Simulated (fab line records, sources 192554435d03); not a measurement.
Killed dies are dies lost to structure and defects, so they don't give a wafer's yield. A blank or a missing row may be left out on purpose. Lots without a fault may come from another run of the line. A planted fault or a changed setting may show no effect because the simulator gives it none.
Chamber matching | flow n5_finfet | N5_BEOL_M10_STRIP_67 on rie_diel-06: 4 sister chambers
The step strips in CF4. 8 wafers are shown with their chamber, then 8 later ones without.

WAFERS WITH THEIR CHAMBER
wafer  | chamber | showerhead_plenum_p_Torr (Torr) | drypump_motor_current_A (A)
L082.4 | 1       | 1.75                            | 5.61
L082.6 | 3       | 1.83                            | 5.26
L084.1 | 3       | 1.83                            | 5.26
L087.6 | 0       | 1.89                            | 5.58
L091.3 | 0       | 1.89                            | 5.56
L091.4 | 1       | 1.74                            | 5.59
L091.6 | 2       | 1.88                            | 5.76
L089.2 | 2       | 1.88                            | 5.74

WAFERS WITHOUT THEIR CHAMBER
wafer  | showerhead_plenum_p_Torr (Torr) | drypump_motor_current_A (A)
L089.4 | 1.82                            | 5.27
L089.5 | 1.88                            | 5.75
L093.1 | 1.82                            | 5.28
L093.2 | 1.88                            | 5.59
L093.4 | 1.74                            | 5.59
L096.3 | 1.87                            | 5.72
L096.5 | 1.74                            | 5.64
L096.6 | 1.82                            | 5.25

WHICH CHAMBER EACH WENT THROUGH
wafer  | from the rows above | in truth
L089.4 | 3                   | 3
L089.5 | 2                   | 2
L093.1 | 3                   | 3
L093.2 | 0                   | 0
L093.4 | 1                   | 1
L096.3 | 2                   | 2
L096.5 | 1                   | 1
L096.6 | 3                   | 3
Placed correctly: 8 of 8. Can't be placed from these rows: 0. Placed wrongly: 0.
How it was worked out, from the rows above alone: a wafer's distance from a chamber is the root of the sum, over the readings, of the square of ((its reading less the chamber's mean) divided by the reading's scatter). The wafer belongs to the nearest chamber; if the next one is less than 2 further off, it can't be placed. A chamber's mean is the mean of its shown wafers. The scatter: the root of (the sum of the squares of (reading less its chamber's mean) over the shown wafers, divided by (wafers less chambers)).
